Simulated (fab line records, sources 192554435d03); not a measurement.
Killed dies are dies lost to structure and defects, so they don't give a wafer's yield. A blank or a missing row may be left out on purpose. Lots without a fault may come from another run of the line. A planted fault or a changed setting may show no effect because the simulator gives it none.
A struck lot beside a sound one | flow n5_finfet | 36 steps out of a route of 1938
Sound: wafers L348.2, L348.3, L348.4. Struck: wafers L329.1, L329.2, L329.4. The cause comes at the end.
At each step with rows: each side's tool, then ch and its chambers, then its first start. Under that, the readings that differ: sound wafers | struck wafers | difference of the means | sigmas: that difference in standard deviations of wafers without a fault.
alike: readings whose means differ by less than 2 such deviations, and words and numbers that are the same on both sides. not compared: withheld readings, readings that some wafer has no value for, bounds like >300 that may hide the same value, and numbers for which the record gives no deviation and whose values overlap.
The two part at a step that has a row with sigmas, a row that says differs or no value, or rows on one side only. Numbers that don't overlap but have no deviation are shown without sigmas and don't part them. A reading that every wafer of one side lacks parts them only if that side has two wafers or more.

first, 9 steps without rows for these wafers: N5_BEOL_M4_ANNEAL_95 (time 240 s); N5_BEOL_M4_SPUTTER_96 (material Cu, target thk 4.5 nm, time 8.29 s); N5_BEOL_M4_ECD_50 (material Cu, target thk 300 nm); N5_BEOL_M4_ANNEAL_51 (time 90 s); N5_BEOL_M4_CMP_52 (polishes, stops on SiOC, t overpolish 6.8 s, target thk 40 nm); N5_BEOL_M4_PRE_CLEAN_60 (time 15 s); N5_BEOL_M4_CO_CAP_55 (material Co, precursor CCTBA/H2, target thk 2 nm, time 102.1 s); N5_BEOL_M4_PRE_CLEAN_56 (time 15 s); N5_BEOL_M4_DEP_57 (deposits SiCN from 3MS/NH3, target thk 8 nm, time 14 s).
N5_BEOL_M4_RC_MEAS_101:
  sound on prober-02 ch 0, day 15 04:00; struck on prober-01 ch 0, day 9 05:26
  alike: DIBL_N, DIBL_P, IOFF_N, IOFF_P, ION_N, ION_P, SS_N, SS_P, VT_N, VT_P
then, 24 steps without rows for these wafers: N5_BEOL_M5_ILD_DEP_00 (deposits SiCOH lowk from DEMS/porogen, target thk 140.64 nm, time 25.9 s); N5_BEOL_M5_CURE_79 (cures SiCOH lowk, time 240 s); N5_BEOL_M5_PECVD_70 (deposits SiO2 from TEOS/O2, target thk 16 nm, time 18 s); N5_BEOL_M5_HM_DEP_02 (deposits TiN, target thk 20 nm); N5_BEOL_M5_COAT_59 (time 60 s, resist thk 60 nm); N5_BEOL_M5_COAT_60 (time 60 s, resist thk 12 nm); N5_BEOL_M5_COAT_71 (time 60 s, resist thk 5 nm); N5_BEOL_M5_COAT_05 (resist thk 30 nm); N5_BEOL_M5_EBR_07; N5_BEOL_M5_SOFTBAKE_06 (time 60 s); N5_BEOL_M5_EXPOSE_08 (exposes mask M5, target cd 28 nm); N5_BEOL_M5_PEB_09 (peb time 60 s); N5_BEOL_M5_DEVELOP_10 (develop time 30 s); N5_BEOL_M5_DESCUM_16 (chemistry O2, time 7 s); N5_BEOL_M5_ETCH_72 (etches underlayer in N2/H2, target depth 6.5 nm, time 5.2 s); N5_BEOL_M5_ETCH_61 (etches SiARC in CF4, target depth 15.6 nm, time 26 s); N5_BEOL_M5_ETCH_62 (etches SOC in N2/H2, target depth 75 nm, overetch 15 nm, time 112.5 s); N5_BEOL_M5_STRIP_63 (strips in N2/H2); N5_BEOL_M5_STRIP_73 (strips in N2/H2); N5_BEOL_M5_STRIP_64 (strips in CF4); N5_BEOL_M5_HM_OPEN_17 (chemistry Cl2/BCl3, target TiN, target depth 20 nm, overetch 6 nm); N5_BEOL_M5_STRIP_19 (strips in O2); N5_BEOL_M5_COAT_65 (time 60 s, resist thk 60 nm); N5_BEOL_M5_COAT_66 (time 60 s, resist thk 12 nm).
-- the record jumps here: 4 days lie between the struck wafers' starts before and after (it left off in module BEOL_M5 and takes up again in module MIM_BOT, whose first step shown is number 1833 of the route) --
N5_MIM_BOT_SPUTTER_00: material TiN, target thk 35 nm, time 89.7 s.
  sound on pvd_sputter-01, day 18 17:41; struck on pvd_sputter-02, day 13 06:37
  no value came back on the struck wafers for cathode_dc_power_W (W), chamber_pressure_pa (Pa), substrate_temp_c (C), throttle_valve_pct (%); on the sound wafers cathode_dc_power_W (W) reads 3000.3 3000.1 2999.4
N5_PASSIVATION_PROBE_49:
  the record has rows for the struck wafers here (prober-02, day 13 20:38) and none for the sound ones

WHERE THEY PART
First at N5_MIM_BOT_SPUTTER_00; last, within this record, at N5_PASSIVATION_PROBE_49.

WHY: what the simulator had put in
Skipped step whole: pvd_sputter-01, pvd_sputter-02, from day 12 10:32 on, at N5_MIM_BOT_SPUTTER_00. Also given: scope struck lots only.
